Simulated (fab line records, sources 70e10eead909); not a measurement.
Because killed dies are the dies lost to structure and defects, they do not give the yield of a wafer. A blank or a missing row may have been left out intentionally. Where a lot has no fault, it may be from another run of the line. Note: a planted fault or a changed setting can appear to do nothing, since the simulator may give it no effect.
Matching of chambers / flow nand-harc / 4 sister chambers for NHARC_P_M0_ETCH_34 on rie-diel-02
The step etches the open film in N2/H2, target depth 40 nm, overetch 12 nm, time 43.94 s. 4 wafers are shown with their chamber, then 7 later ones without.

## WAFERS PAIRED WITH THEIR CHAMBERS
wafer=L086.6; chamber=0; drypump-motor-current-A (A)=5.91
wafer=L092.2; chamber=2; drypump-motor-current-A (A)=5.99
wafer=L093.1; chamber=1; drypump-motor-current-A (A)=6.02
wafer=L093.3; chamber=3; drypump-motor-current-A (A)=5.89

## WAFERS MISSING THEIR CHAMBER
wafer=L093.6; drypump-motor-current-A (A)=6.01
wafer=L095.1; drypump-motor-current-A (A)=5.83
wafer=L095.3; drypump-motor-current-A (A)=6.02
wafer=L095.4; drypump-motor-current-A (A)=6.00
wafer=L097.2; drypump-motor-current-A (A)=5.93
wafer=L097.4; drypump-motor-current-A (A)=5.99
wafer=L097.5; drypump-motor-current-A (A)=5.92

## WHICH CHAMBER EACH ONE RAN IN
wafer=L093.6; from the rows above=can't be placed: 1 or 2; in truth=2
wafer=L095.1; from the rows above=can't be placed: 3 or 0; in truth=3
wafer=L095.3; from the rows above=can't be placed: 1 or 2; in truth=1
wafer=L095.4; from the rows above=can't be placed: 2 or 1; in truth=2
wafer=L097.2; from the rows above=can't be placed: 0 or 3 or 2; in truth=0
wafer=L097.4; from the rows above=can't be placed: 2 or 1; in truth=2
wafer=L097.5; from the rows above=can't be placed: 0 or 3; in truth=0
0 of 7 placed correctly. These rows do not allow placing 7 (true chamber among the candidates in 7). Wrongly placed: 0.
How it was worked out, from the rows above alone: a wafer's distance from a chamber is the root of the sum, over the readings, of the square of ((its reading less the chamber's mean) divided by the reading's scatter). If the next closest chamber is less than 2 further off than the closest, the wafer can't be placed; otherwise it belongs to the closest. The mean given for a chamber averages the wafers shown for that chamber. The scatter: root of mean squared gap, hidden wafer to nearest shown wafer, with one shown wafer a chamber.
